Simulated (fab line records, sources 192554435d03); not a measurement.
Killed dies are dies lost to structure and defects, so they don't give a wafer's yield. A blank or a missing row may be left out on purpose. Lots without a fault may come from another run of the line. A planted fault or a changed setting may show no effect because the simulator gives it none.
Split-lot experiment | flow n5_finfet | 7 lots, 39 wafers read, on a route of 1938 steps

THE SPLIT
At N5_BEOL_M5_CVD_47 (deposits Co from CCTBA/H2, target thk 3 nm, time 216 s), the setting target_thk_a was moved away from the recipe's 30 angstrom on 9 of the 39 wafers read, by -57.6% to +16.7%. The other wafers ran this setting at the recipe's value.

The reading is taken at the split's own step.

THE READING
Co_of_BEOL_M5_CVD_47.thk_nm (the simulator's own value, which no gauge read), in nm, at N5_BEOL_M5_CVD_47 (deposits Co from CCTBA/H2, target thk 3 nm, time 216 s). The file gives no usual value for it. The 30 wafers here that ran the recipe average 3.0 nm, standard deviation 0.095 nm.

wafer  | tool, chamber at the split | target_thk_a as run, angstrom | against the recipe | Co_of_BEOL_M5_CVD_47.thk_nm, nm | against lot-mates on the recipe
L075.1 | cvd_co-02, 2,0,0           | 30                            | recipe             | 3                               | -
L075.3 | cvd_co-02, 2,0,0           | 30                            | recipe             | 3                               | -
L075.4 | cvd_co-02, 2,0,0           | 30                            | recipe             | 3                               | -
L075.2 | cvd_co-02, 1,1,2           | 30                            | recipe             | 2.8                             | -
L075.5 | cvd_co-02, 1,1,2           | 30                            | recipe             | 2.8                             | -
L075.6 | cvd_co-02, 1,1,2           | 30                            | recipe             | 2.8                             | -
L078.1 | cvd_co-02, 1               | 30                            | recipe             | 2.8                             | -
L078.2 | cvd_co-02, 0,2             | 24.15                         | -19.5%             | 2.4                             | -0.5
L078.4 | cvd_co-02, 0,2             | 24.15                         | -19.5%             | 2.4                             | -0.5
L078.3 | cvd_co-02, 2,1             | 30                            | recipe             | 3                               | -
L078.5 | cvd_co-02, 2,1             | 30                            | recipe             | 3                               | -
L078.6 | cvd_co-02, 0               | 24.15                         | -19.5%             | 2.2                             | -0.7
L080.1 | cvd_co-02, 0,0,2           | 30                            | recipe             | 3                               | -
L080.5 | cvd_co-02, 0,0,2           | 30                            | recipe             | 3                               | -
L080.6 | cvd_co-02, 0,0,2           | 30                            | recipe             | 3                               | -
L081.1 | cvd_co-02, 2               | 35.01                         | +16.7%             | 3.6                             | +0.7
L081.2 | cvd_co-02, 1,2             | 30                            | recipe             | 2.8                             | -
L081.6 | cvd_co-02, 1,2             | 30                            | recipe             | 2.8                             | -
L081.3 | cvd_co-02, 0,1             | 35.01                         | +16.7%             | 3.4                             | +0.5
L081.4 | cvd_co-02, 0,1             | 35.01                         | +16.7%             | 3.4                             | +0.5
L081.5 | cvd_co-02, 0               | 30                            | recipe             | 3                               | -
L083.1 | cvd_co-02, 0,2,1,1,2,0     | 30                            | recipe             | 3                               | -
L083.2 | cvd_co-02, 0,2,1,1,2,0     | 30                            | recipe             | 3                               | -
L083.3 | cvd_co-02, 0,2,1,1,2,0     | 30                            | recipe             | 3                               | -
L083.4 | cvd_co-02, 0,2,1,1,2,0     | 30                            | recipe             | 3                               | -
L083.5 | cvd_co-02, 0,2,1,1,2,0     | 30                            | recipe             | 3                               | -
L083.6 | cvd_co-02, 0,2,1,1,2,0     | 30                            | recipe             | 3                               | -
L091.1 | cvd_co-02, 1,2,0,2,0       | 30                            | recipe             | 3                               | -
L091.2 | cvd_co-02, 1,2,0,2,0       | 30                            | recipe             | 3                               | -
L091.3 | cvd_co-02, 1,2,0,2,0       | 30                            | recipe             | 3                               | -
L091.4 | cvd_co-02, 1,2,0,2,0       | 30                            | recipe             | 3                               | -
L091.5 | cvd_co-02, 1,2,0,2,0       | 30                            | recipe             | 3                               | -
L091.6 | cvd_co-02, 1               | 30                            | recipe             | 3.2                             | -
L093.1 | cvd_co-02, 1,0,2           | 12.72                         | -57.6%             | 1.2                             | -1.7
L093.2 | cvd_co-02, 1,0,2           | 12.72                         | -57.6%             | 1.2                             | -1.7
L093.6 | cvd_co-02, 1,0,2           | 12.72                         | -57.6%             | 1.2                             | -1.7
L093.3 | cvd_co-02, 2,1             | 30                            | recipe             | 3                               | -
L093.4 | cvd_co-02, 2,1             | 30                            | recipe             | 3                               | -
L093.5 | cvd_co-02, 0               | 30                            | recipe             | 2.8                             | -
Where a row lists several chambers, the file gives one row for several wafers and doesn't say which wafer went through which chamber.

THE FIT
A straight line over all 39 wafers: Co_of_BEOL_M5_CVD_47.thk_nm changes by +0.0307 nm for each +1% of target_thk_a; r = +0.98; the points scatter about the line by 0.094 nm.
The same after taking each lot's own level away (the mean of its wafers on the recipe; 39 wafers): +0.0307 nm for each +1%; r = +0.99; scatter 0.082 nm.
On that fit, the largest move of target_thk_a shifts the reading by 1.8 nm.
The lots' own levels span 2.87 to 3.03 nm, that is 1.8 times the standard deviation above.
So the lot-to-lot level changes the slope little: the two slopes agree.
Check: with one of the wafers moved furthest among these (-57.6%) left out of the fit, the line predicts -1.77 nm for it against its lot-mates. It came out at -1.73 nm against them.

OTHER SPLITS ON THESE WAFERS
These wafers also went through other splits before the reading. Each is held against what the fit with the lots' levels taken away leaves over:
other split on the same wafers              | wafers away from the commonest value | r with Co_of_BEOL_M5_CVD_47.thk_nm (lot level and that fit taken away)
N5_ZERO_LAYER_DEVELOP_10 develop_time_s     | 15                                   | +0.11
N5_FIN_CUT_ETCH_21 time_s                   | 12                                   | -0.25
N5_SD_EPI_N_ETCH_45 target_depth_a          | 9                                    | +0.11
N5_SDB_ETCH_18 time_s                       | 18                                   | +0.00
N5_MOL_CONTACT_COAG_ETCH_124 target_depth_a | 9                                    | -0.01
N5_BEOL_M1_ILD_DEP_00 target_thk_a          | 15                                   | +0.07

THE FILE'S OWN FIT
Co_of_BEOL_M5_CVD_47.thk_nm changes by +0.0306 nm for each +1% of target_thk_a, r = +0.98.
